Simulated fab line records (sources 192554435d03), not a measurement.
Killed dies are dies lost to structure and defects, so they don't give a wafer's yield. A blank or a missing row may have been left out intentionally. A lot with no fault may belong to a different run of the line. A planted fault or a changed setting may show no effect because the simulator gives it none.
fab line records	flow n5Finfet
record lots=10	wafers=30	lastDay=19
route steps=1938 shown BEOL_M11@1575 PAD_METAL@1893 PASSIVATION@1908
lots that met no fault: taken from a fault-free run of the same line
startH: the number of hours between the record's first day and the start of the first shown wafer of the lot	waitH: hours elapsed since this lot's preceding step	" as in the row above	L1.1+2: a single row standing in for several wafers	- no value present, or no start provided	* or withheld: withheld	< > ~ a bound
route shown NAME@n: NAME is a module with steps in the file, n the number in the route of the first one	usual: mean and standard deviation over wafers with no fault	same: alike in all rows	chamber/n: place in a boat	sites: the reading at each site	_std_site: how widely they spread, as a standard deviation	_edge_site: the outer-site mean with the inner-site mean subtracted	radiusMm: for every site, how far away it sits from the centre of the wafer	mask NAME#n: copy n	behind: the last tool/chamber to shape the wafer	hold: reason for holding the lot/hours on hold/outcome of the hold	device: the n, p or np transistor that did not switch	end of line: tests of these same wafers at the route's end	for a step that has no rows: nothing shown but its recipe	killed: dies lost to structure and defects at the first sort, not the wafer's yield	map: shows each die of a wafer: x if killed, . if not, _ if none is there
set.NAME: the setting the step ran with; set.NAME@STEP: the setting that earlier step ran with	model.NAME: the simulator's own value behind a step, which no gauge read
the route's steps for a sample of lots (tables are steps, rows are wafers)
services: the hour from which a tool's chamber was out of use, counted from the record's first day as startH (under 0 if before that day), plus the number of hours and why
## steps
# step N5_BEOL_M11_VIA_ETCH_34
# recipe chemistry=C4F6/O2	target=SiCOH_lowk	targetDepthA=1845	maskMaterial=SOC	taperDeg=4	timeS=69.2	ionEnergyEv=250	pressureMtorr=30	sourceW=345	biasW=185	Ar_flow_sccm=300	C4F6_flow_sccm=10	O2_flow_sccm=10
# usual O2_flow_sccm=10.00/0.032	chamberPressureMTorr=30.003/0.027	drypumpMotorCurrentA=5.5/0.35	oesProductAu=0.78/0.084	rfVppV=666/9.1	showerheadPlenumPTorr=2.82/0.11	throttleValvePct=20.95/0.25
lot.wafer	tool	chamber	startH	waitH	O2_flow_sccm	chamberPressureMTorr	drypumpMotorCurrentA	oesProductAu	rfHoursCounterH	rfVppV	showerheadPlenumPTorr	throttleValvePct
L609.1	rieDiel-05	2	271.40	0.0	10.03	29.963	5.2	0.74	171	657	2.72	21.41
L609.5	"	0	"	"	9.92	30.003	5.9	0.94	-	677	2.81	20.99
L609.6	"	3	"	"	9.98	29.982	5.7	0.96	-	669	2.91	21.01
L611.2	rieDiel-05	2	312.49	0.0	9.96	30.005	5.2	0.73	183	656	2.72	21.42
L611.5	"	2	"	"	9.97	29.982	5.2	0.73	-	658	2.72	21.43
L611.6	"	3	"	"	9.98	30.006	5.7	0.92	-	669	2.91	21.04
L617.1	rieDiel-05	2	325.10	0.0	9.97	30.026	5.2	0.72	187	659	2.72	21.44
L617.4	"	3	"	"	10.01	29.952	5.7	0.91	26	669	2.91	21.05
L617.5	"	1	"	"	10.01	29.981	5.4	0.71	-	656	2.82	20.76
L613.1	rieDiel-02	1	337.45	0.0	10.02	29.971	5.8	0.87	46	665	2.90	20.80
L613.5	"	0	"	"	10.01	29.976	5.1	0.71	-	675	2.94	20.75
L613.6	"	3	"	"	9.95	29.994	5.2	0.76	-	655	2.63	20.90
L615.4	rieDiel-05	2	341.70	0.0	9.98	29.971	5.2	0.72	191	658	2.71	21.43
L615.5	"	3	"	"	9.96	30.045	5.7	0.90	-	668	2.90	21.05
L615.6	"	2	"	"	9.99	29.992	5.2	0.72	-	658	2.71	21.44
L618.1	rieDiel-05	3	349.86	0.0	10.03	29.990	5.7	0.90	32	668	2.90	21.04
L618.3	"	0	"	"	9.98	30.004	5.9	0.90	41	676	2.80	21.00
L618.5	"	2	"	"	10.05	29.987	5.2	0.72	-	657	2.71	21.44
L619.4	rieDiel-05	0	354.85	0.0	10.06	29.965	5.9	0.88	42	677	2.80	21.01
L619.5	"	0	"	"	10.00	29.982	5.9	0.89	-	674	2.80	20.99
L619.6	"	3	"	"	10.04	30.018	5.7	0.88	-	668	2.90	21.05
L622.3	rieDiel-05	1	383.67	0.0	10.02	30.029	5.4	0.69	206	656	2.81	20.81
L622.5	"	3	"	"	9.97	30.001	5.7	0.88	-	668	2.90	21.06
L622.6	"	0	"	"	10.02	30.029	5.9	0.86	-	678	2.79	21.01
L629.2	rieDiel-02	0	425.49	0.0	10.04	30.013	5.1	0.69	245	677	2.93	20.78
L629.5	"	0	"	"	10.04	29.982	5.1	0.69	-	676	2.93	20.81
L629.6	"	3	"	"	9.99	29.998	5.2	0.74	-	653	2.61	20.95
L631.2	rieDiel-02	1	425.95	0.0	9.99	30.027	5.9	0.85	64	665	2.89	20.85
L631.3	"	0	"	"	10.02	29.972	5.1	0.70	245	675	2.93	20.81
L631.5	"	2	"	"	10.00	29.937	6.1	0.71	-	678	2.93	20.67
# step N5_PASSIVATION_DEGAS_18
# recipe ambient=vacuum	tempC=300	timeS=60
# usual heaterPowerW=453/62
lot.wafer	tool	chamber	startH	waitH	heaterPowerW
L609.1	pvdSputter-02	-	308.98	0.8	544
L609.5	"	-	"	"	407
L609.6	"	-	"	"	371
L611.2	pvdSputter-02	-	347.07	0.1	400
L611.5	"	-	"	"	411
L611.6	"	-	"	"	377
L617.1	pvdSputter-01	-	368.19	0.2	390
L617.4	"	-	"	"	465
L617.5	"	-	"	"	468
L613.1	pvdSputter-02	-	371.09	0.4	581
L613.5	"	-	"	"	567
L613.6	"	-	"	"	459
L615.4	pvdSputter-01	-	384.25	0.4	384
L615.5	"	-	"	"	471
L615.6	"	-	"	"	396
L618.1	pvdSputter-02	-	395.75	0.9	567
L618.3	"	-	"	"	368
L618.5	"	-	"	"	556
L619.4	pvdSputter-03	-	404.75	0.4	478
L619.5	"	-	"	"	456
L619.6	"	-	"	"	546
L622.3	pvdSputter-03	-	423.30	0.2	432
L622.5	"	-	"	"	535
L622.6	"	-	"	"	546
L629.2	pvdSputter-02	-	456.30	0.0	392
L629.5	"	-	"	"	460
L629.6	"	-	"	"	374
L631.2	pvdSputter-02	-	458.60	0.8	403
L631.3	"	-	"	"	468
L631.5	"	-	"	"	378
# step N5_PASSIVATION_DESCUM_32
# recipe chemistry=O2	timeS=7.9	sourcePowerW=50	biasPowerW=20	pressureMtorr=20	rfFrequencyHz=2.712e+07	tempC=40	o2FlowSccm=225
# usual chamberPressureMTorr=20.001/0.018	drypumpMotorCurrentA=5.8/0.59	oesProductAu=0.83/0.082	rfVppV=243.2/1.2	showerheadPlenumPTorr=2.10/0.063	throttleValvePct=20.34/0.28
lot.wafer	tool	chamber	startH	waitH	chamberPressureMTorr	drypumpMotorCurrentA	oesProductAu	rfHoursCounterH	rfVppV	showerheadPlenumPTorr	throttleValvePct
L609.1	rieDiel-01	3	309.72	0.0	20.039	5.7	0.69	242	244.2	2.06	20.65
L609.5	"	0	"	"	19.994	6.0	0.83	-	243.0	2.03	20.31
L609.6	"	3	"	"	19.964	5.8	0.69	-	242.6	2.06	20.64
L611.2	rieDiel-01	2	347.81	0.0	19.994	5.2	0.78	120	243.4	2.11	20.74
L611.5	"	1	"	"	20.004	6.5	0.87	-	242.0	2.04	20.18
L611.6	"	2	"	"	19.971	5.2	0.79	-	244.0	2.11	20.72
L617.1	rieDiel-01	2	368.94	0.0	19.982	5.2	0.78	126	243.9	2.11	20.75
L617.4	"	0	"	"	19.995	6.0	0.80	85	243.0	2.02	20.34
L617.5	"	0	"	"	20.007	6.0	0.80	-	241.2	2.02	20.34
L613.1	rieDiel-03	0	371.96	0.2	19.995	5.2	0.68	240	242.7	2.05	20.08
L613.5	"	1	"	"	19.997	4.9	0.80	-	245.1	2.19	20.49
L613.6	"	2	"	"	20.008	6.5	0.89	-	244.6	2.14	20.28
L615.4	rieDiel-01	1	385.19	0.1	20.003	6.5	0.85	-	243.8	2.04	20.19
L615.5	"	2	"	"	19.983	5.2	0.78	-	244.3	2.11	20.76
L615.6	"	3	"	"	20.007	5.8	0.96	-	243.0	2.05	20.34
L618.1	rieDiel-04	0	396.49	0.0	19.994	5.8	0.91	19	246.2	2.23	20.36
L618.3	"	1	"	"	19.958	6.2	0.72	189	244.2	2.08	20.94
L618.5	"	3	"	"	19.987	6.0	0.89	-	242.0	2.14	20.09
L619.4	rieDiel-03	1	405.68	0.1	20.010	4.9	0.78	-	244.3	2.18	20.56
L619.5	"	0	"	"	20.003	5.2	0.68	-	240.9	2.04	20.10
L619.6	"	2	"	"	20.024	6.5	0.86	-	243.1	2.13	20.30
L622.3	rieDiel-04	1	424.12	0.1	19.975	6.2	0.71	200	241.7	2.08	20.94
L622.5	"	1	"	"	20.011	6.2	0.72	-	242.4	2.08	20.96
L622.6	"	2	"	"	19.996	5.3	0.89	-	245.0	2.22	20.44
L629.2	rieDiel-03	1	457.30	0.3	19.993	4.9	0.77	154	244.6	2.17	20.57
L629.5	"	3	"	"	20.033	6.3	0.95	-	242.2	2.06	20.02
L629.6	"	0	"	"	19.982	5.1	0.96	-	242.8	2.04	19.73
L631.2	rieDiel-01	0	459.34	0.0	19.993	6.0	0.77	116	242.1	2.01	20.37
L631.3	"	3	"	"	20.005	5.7	0.91	41	242.3	2.04	20.40
L631.5	"	2	"	"	20.010	5.2	0.75	-	243.8	2.09	20.80
# step N5_PASSIVATION_ETCH_54
# recipe chemistry=CHF3/O2	target=SiO2	targetDepthA=8800	CHF3_flow_sccm=50	O2_flow_sccm=5	Ar_flow_sccm=200	timeS=440	maskMaterial=PR	pressureMtorr=30	sourceW=650	biasW=170	ionEnergyEv=200
# usual O2_flow_sccm=5.000/0.016	chamberPressureMTorr=29.998/0.026	drypumpMotorCurrentA=5.8/0.53	oesProductAu=0.83/0.082	rfVppV=523/7.1	showerheadPlenumPTorr=2.43/0.075	throttleValvePct=18.75/0.26
lot.wafer	tool	chamber	startH	waitH	O2_flow_sccm	chamberPressureMTorr	drypumpMotorCurrentA	oesProductAu	rfHoursCounterH	rfVppV	showerheadPlenumPTorr	throttleValvePct
L609.1	rieDiel-04	0	311.85	0.1	5.007	29.995	5.8	0.68	245	526	2.28	19.08
L609.5	"	2	"	"	5.003	29.960	5.3	0.98	-	532	2.56	18.71
L609.6	"	3	"	"	4.996	29.991	6.0	0.69	-	520	2.48	18.76
L611.2	rieDiel-01	2	350.32	0.1	4.969	29.994	5.2	0.79	121	514	2.42	19.04
L611.5	"	2	"	"	4.956	30.053	5.2	0.79	-	516	2.42	19.06
L611.6	"	0	"	"	4.993	29.980	6.0	0.80	-	513	2.34	18.72
L617.1	rieDiel-01	2	371.00	0.1	5.032	29.979	5.2	0.79	127	516	2.42	19.04
L617.4	"	1	"	"	5.002	29.990	6.5	0.85	61	516	2.35	18.52
L617.5	"	0	"	"	4.998	30.020	6.0	0.80	-	512	2.34	18.76
L613.1	rieDiel-04	0	374.52	0.1	4.971	29.983	5.7	0.94	10	537	2.56	18.71
L613.5	"	0	"	"	4.994	29.994	5.8	0.93	-	535	2.56	18.71
L613.6	"	3	"	"	4.973	30.046	6.0	0.90	-	521	2.47	18.43
L615.4	rieDiel-03	0	387.42	0.1	5.008	29.992	5.2	0.68	-	525	2.39	18.65
L615.5	"	1	"	"	5.007	29.998	4.9	0.79	-	518	2.51	18.91
L615.6	"	2	"	"	4.970	29.998	6.5	0.88	-	530	2.45	18.61
L618.1	rieDiel-04	1	398.51	0.1	4.998	29.988	6.2	0.72	190	526	2.40	19.30
L618.3	"	0	"	"	4.998	29.956	5.8	0.90	20	534	2.56	18.72
L618.5	"	2	"	"	5.004	29.991	5.3	0.90	-	532	2.55	18.76
L619.4	rieDiel-01	2	408.07	0.1	4.997	30.041	5.2	0.77	142	516	2.41	19.06
L619.5	"	2	"	"	4.976	29.933	5.2	0.77	-	516	2.41	19.09
L619.6	"	1	"	"	4.993	30.016	6.5	0.84	-	516	2.34	18.55
L622.3	rieDiel-01	0	426.76	0.1	4.979	29.967	6.0	0.78	105	513	2.33	18.78
L622.5	"	2	"	"	5.012	30.006	5.2	0.76	-	515	2.41	19.09
L622.6	"	3	"	"	4.991	30.014	5.8	0.91	-	529	2.35	18.68
L629.2	rieDiel-03	1	460.05	0.1	5.016	29.997	4.9	0.76	155	518	2.50	18.95
L629.5	"	0	"	"	5.017	29.999	5.2	0.94	-	526	2.38	18.25
L629.6	"	3	"	"	4.976	29.981	6.2	0.92	-	522	2.36	18.31
L631.2	rieDiel-04	3	461.92	0.1	5.021	30.023	6.0	0.85	47	518	2.46	18.47
L631.3	"	0	"	"	5.024	30.033	5.7	0.86	44	535	2.55	18.76
L631.5	"	2	"	"	5.016	30.017	5.3	0.87	-	531	2.54	18.79
# step N5_PASSIVATION_PROBE_49
# usual defectLimitedYield=91.2/1.4	killed_at_M0_to_M3=36/11	killed_at_M4_up=14/5.6	killedAtContacts=12/5.9	killedAtFrontEnd=38/13	killedAtOther=3.5/2.7	killedDies=104/17	killedOnRim=14/3.9	killedOpen=68/12	killedShort=34/8.2	sort_bin_5_function=5.1/0.95	sort_bin_6_memory=3.3/0.7	sortNPass=1076/17	sortYieldPct=91.2/1.4
# same grossDies=1180	killedAtBackSide=0	sort_bin_4_leakage[%]=0	sort_bin_8_speed[%]=0
lot.wafer	tool	chamber	startH	waitH	defectLimitedYield[%]	killed_at_M0_to_M3	killed_at_M4_up	killedAtContacts	killedAtFrontEnd	killedAtOther	killedDies	killedOnRim	killedOpen	killedShort	sort_bin_5_function[%]	sort_bin_6_memory[%]	sortNPass	sortYieldPct[%]
L609.1	prober-02	-	314.63	0.0	91.5	29	14	9	46	2	100	14	69	28	4.2	3.6	1080	91.5
L609.5	prober-02	-	314.83	0.2	92.2	25	4	10	46	7	92	13	62	30	4.7	3.1	1088	92.2
L609.6	prober-02	-	314.88	0.3	91.0	26	10	10	55	5	106	11	73	32	5.7	3.2	1074	91.0
L617.1	prober-01	-	373.78	0.0	90.2	40	21	29	24	2	116	20	87	29	5.6	4.2	1064	90.2
L617.4	prober-01	-	373.93	0.2	91.3	41	16	22	21	3	103	18	71	30	5.5	3.0	1077	91.3
L617.5	prober-01	-	373.98	0.2	90.5	45	15	12	34	6	112	16	76	33	4.7	4.3	1068	90.5
L613.1	prober-01	-	377.30	0.0	91.0	37	15	15	30	9	106	17	63	36	4.2	3.7	1074	91.0
L613.5	prober-01	-	377.50	0.2	92.5	37	13	19	18	1	88	11	60	26	4.8	2.4	1092	92.5
L613.6	prober-01	-	377.55	0.3	92.3	32	9	10	35	5	91	14	60	30	4.2	3.2	1089	92.3
L618.1	prober-01	-	401.29	0.0	85.1	26	108	5	34	3	176	24	51	26	7.5	3.8	1004	85.1
L618.3	prober-01	-	401.39	0.1	87.2	31	72	6	39	3	151	27	59	33	6.7	3.4	1029	87.2
L618.5	prober-01	-	401.49	0.2	84.0	21	115	7	43	3	189	29	48	36	8.4	4.4	991	84.0
L619.4	prober-01	-	411.01	0.2	86.3	37	75	10	35	5	162	37	62	33	7.9	3.6	1018	86.3
L619.5	prober-01	-	411.06	0.2	87.2	33	83	9	25	1	151	30	59	29	7.4	3.0	1029	87.2
L619.6	prober-01	-	411.11	0.3	83.0	29	115	5	45	7	201	32	51	37	9.6	4.2	979	83.0
L622.3	prober-02	-	429.64	0.1	81.8	32	145	7	28	3	215	21	55	23	11.0	3.5	965	81.8
L622.5	prober-02	-	429.74	0.2	84.4	30	121	15	16	2	184	27	62	22	8.8	3.8	996	84.4
L622.6	prober-02	-	429.79	0.3	88.8	27	74	7	20	4	132	29	46	22	6.6	2.5	1048	88.8
# killed by level:class
L609.1 FIN_SAQP:geometricParticle:open=10 BEOL_M3:geometricParticle:open=9 STI_FIN_REVEAL:geometricParticle:open=8 BEOL_M2:geometricParticle:open=8 MOL_CONTACT_COAG:geometricParticle:open=8 STI_FIN_REVEAL:geometricParticle:short=5 BEOL_M4:geometricParticle:open=5 FIN_SAQP:geometricParticle:short=4
L609.5 FIN_SAQP:geometricParticle:short=10 MOL_CONTACT_COAG:geometricParticle:open=9 STI_FIN_REVEAL:geometricParticle:open=8 FIN_SAQP:geometricParticle:open=7 DUMMY_GATE:geometricParticle:open=7 BEOL_M3:geometricParticle:open=7 BEOL_M0_SAQP:geometricParticle:open=4 BEOL_M1:geometricParticle:open=4
L609.6 STI_FIN_REVEAL:geometricParticle:open=18 BEOL_M3:geometricParticle:open=11 MOL_CONTACT_COAG:geometricParticle:open=7 BEOL_M0_SAQP:geometricParticle:open=6 FIN_SAQP:geometricParticle:short=5 DUMMY_GATE:geometricParticle:open=5 GATE_CUT:geometricParticle:open=5 FIN_SAQP:geometricParticle:open=4
L617.1 MOL_CONTACT_COAG:geometricParticle:open=23 BEOL_M3:geometricParticle:open=13 BEOL_M4:geometricParticle:open=10 BEOL_M2:geometricParticle:open=9 BEOL_M0_SAQP:geometricParticle:open=8 GATE_CUT:geometricParticle:short=7 MOL_CONTACT_COAG:geometricParticle:short=6 BEOL_M8:geometricParticle:open=4
L617.4 MOL_CONTACT_COAG:geometricParticle:open=19 BEOL_M2:geometricParticle:open=12 BEOL_M3:geometricParticle:open=8 BEOL_M0_SAQP:geometricParticle:short=7 BEOL_M4:geometricParticle:open=7 BEOL_M1:geometricParticle:open=5 GATE_CUT:geometricParticle:short=4 FIN_SAQP:geometricParticle:short=3
L617.5 MOL_CONTACT_COAG:geometricParticle:open=10 BEOL_M0_SAQP:geometricParticle:open=10 BEOL_M2:geometricParticle:open=10 BEOL_M3:geometricParticle:open=9 FIN_SAQP:geometricParticle:short=7 STI_FIN_REVEAL:geometricParticle:open=6 BEOL_M4:geometricParticle:open=6 BEOL_M0_SAQP:geometricParticle:short=5
L613.1 MOL_CONTACT_COAG:geometricParticle:open=10 BEOL_M0_SAQP:geometricParticle:short=10 BEOL_M2:geometricParticle:open=8 BEOL_M1:geometricParticle:open=7 FIN_SAQP:geometricParticle:open=5 MOL_CONTACT_COAG:geometricParticle:short=5 BEOL_M0_SAQP:geometricParticle:open=5 HKMG_FIN:areaEtch=5
L613.5 MOL_CONTACT_COAG:geometricParticle:open=14 BEOL_M1:geometricParticle:open=11 BEOL_M4:geometricParticle:open=7 BEOL_M0_SAQP:geometricParticle:open=6 BEOL_M0_SAQP:geometricParticle:short=6 BEOL_M1:geometricParticle:short=6 STI_FIN_REVEAL:geometricParticle:open=5 MOL_CONTACT_COAG:geometricParticle:short=5
L613.6 STI_FIN_REVEAL:geometricParticle:open=10 BEOL_M2:geometricParticle:open=9 MOL_CONTACT_COAG:geometricParticle:open=8 BEOL_M1:geometricParticle:open=6 BEOL_M0_SAQP:geometricParticle:short=5 FIN_SAQP:geometricParticle:short=4 BEOL_M3:geometricParticle:open=4 FIN_SAQP:geometricParticle:open=3
L618.1 BEOL_M11:unspecified=95 BEOL_M0_SAQP:geometricParticle:open=8 DUMMY_GATE:geometricParticle:open=7 FIN_SAQP:geometricParticle:open=5 GATE_CUT:geometricParticle:short=5 MOL_CONTACT_COAG:geometricParticle:open=5 BEOL_M3:geometricParticle:open=5 BEOL_M1:geometricParticle:open=4
L618.3 BEOL_M11:unspecified=58 BEOL_M2:geometricParticle:open=12 FIN_SAQP:geometricParticle:short=7 BEOL_M4:geometricParticle:open=7 GATE_CUT:geometricParticle:short=6 MOL_CONTACT_COAG:geometricParticle:open=6 DUMMY_GATE:geometricParticle:open=5 BEOL_M1:geometricParticle:open=5
L618.5 BEOL_M11:unspecified=103 FIN_SAQP:geometricParticle:short=8 GATE_CUT:geometricParticle:short=8 MOL_CONTACT_COAG:geometricParticle:open=6 DUMMY_GATE:geometricParticle:open=5 STARTING-WAFER:geometricParticle:open=5 ILD0:geometricParticle:open=4 BEOL_M1:geometricParticle:open=4
L619.4 BEOL_M11:unspecified=63 FIN_SAQP:geometricParticle:open=12 BEOL_M1:geometricParticle:open=10 BEOL_M0_SAQP:geometricParticle:short=9 MOL_CONTACT_COAG:geometricParticle:open=7 BEOL_M0_SAQP:geometricParticle:open=6 GATE_CUT:geometricParticle:short=5 GATE_CUT:geometricParticle:open=4
L619.5 BEOL_M11:unspecified=61 BEOL_M4:geometricParticle:open=12 BEOL_M0_SAQP:geometricParticle:short=8 FIN_SAQP:geometricParticle:open=7 BEOL_M1:geometricParticle:open=7 MOL_CONTACT_COAG:geometricParticle:open=6 BEOL_M3:geometricParticle:open=6 BEOL_M7:geometricParticle:open=6
L619.6 BEOL_M11:unspecified=106 FIN_SAQP:geometricParticle:short=12 FIN_SAQP:geometricParticle:open=8 BEOL_M0_SAQP:geometricParticle:short=8 BEOL_M0_SAQP:geometricParticle:open=6 BEOL_M2:geometricParticle:open=5 DUMMY_GATE:geometricParticle:open=4 MOL_CONTACT_COAG:geometricParticle:open=4
L622.3 BEOL_M11:unspecified=134 STI_FIN_REVEAL:geometricParticle:open=9 BEOL_M2:geometricParticle:open=9 BEOL_M0_SAQP:geometricParticle:open=7 MOL_CONTACT_COAG:geometricParticle:open=6 BEOL_M0_SAQP:geometricParticle:short=6 BEOL_M1:geometricParticle:open=6 GATE_CUT:geometricParticle:open=4
L622.5 BEOL_M11:unspecified=99 MOL_CONTACT_COAG:geometricParticle:open=10 BEOL_M5:geometricParticle:open=9 BEOL_M0_SAQP:geometricParticle:open=8 BEOL_M3:geometricParticle:open=7 BEOL_M1:geometricParticle:open=6 MOL_CONTACT_COAG:geometricParticle:short=5 BEOL_M0_SAQP:geometricParticle:short=5
L622.6 BEOL_M11:unspecified=62 BEOL_M2:geometricParticle:open=7 STI_FIN_REVEAL:geometricParticle:open=5 MOL_CONTACT_COAG:geometricParticle:open=5 BEOL_M4:geometricParticle:open=5 BEOL_M0_SAQP:geometricParticle:open=4 BEOL_M2:geometricParticle:short=4 FIN_SAQP:geometricParticle:open=3
## services
tool	chamber	startH	hours	kind
rieDiel-04	2	273.86	-	clean
rieDiel-04	2	273.86	-	consumableReplace:focusRing
rieDiel-04	2	273.86	-	consumableReplace:showerhead
rieDiel-04	2	273.86	18.4	scheduledDown
rieDiel-04	2	273.86	18.4	ventCycle
rieDiel-04	0	276.34	24.4	repair
rieDiel-02	1	304.26	7.9	repair
rieDiel-04	3	315.93	-	clean
rieDiel-04	3	315.93	-	consumableReplace:focusRing
rieDiel-04	3	315.93	15.1	scheduledDown
rieDiel-04	3	315.93	15.1	ventCycle
rieDiel-01	0	320.42	4.8	repair
rieDiel-01	3	332.24	-	clean
rieDiel-01	3	332.24	-	consumableReplace:focusRing
rieDiel-01	3	332.24	21.6	scheduledDown
rieDiel-01	3	332.24	21.6	ventCycle
pvdSputter-03	-	347.98	6.3	repair
rieDiel-01	-	351.87	2.8	pm
rieDiel-02	-	356.59	0.6	repair
pvdSputter-02	-	357.28	0.6	repair
rieDiel-02	1	381.87	25.8	repair
rieDiel-05	-	387.54	2.8	pm
rieDiel-02	1	430.99	5.1	repair
rieDiel-05	2	456.83	7.7	repair
## key
firstSign step=N5_PASSIVATION_PROBE_49	reading=killed_at_M4_up	direction=up	sigmas=15	usual=14	struck=101
effect step=N5_PASSIVATION_PROBE_49	reading=defectLimitedYield	direction=down	sigmas=4.1	usual=91.2	struck=85.3
moreKillsBornAt N5_BEOL_M11_VIA_ETCH_34@rieDiel-05=781
metAt N5_BEOL_M11_VIA_ETCH_34
struckLots L618,L619,L622
notActingAt N5_PASSIVATION_DEGAS_18,N5_PASSIVATION_DESCUM_32,N5_PASSIVATION_ETCH_54
onsetBetween 341.70 349.86
fault kind=chamberParticleSource	tool=rieDiel-05	chamber=-	onsetH=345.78	steps=N5_BEOL_M11_VIA_ETCH_34	ratePerVisitCm2=2.0541	endH=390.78
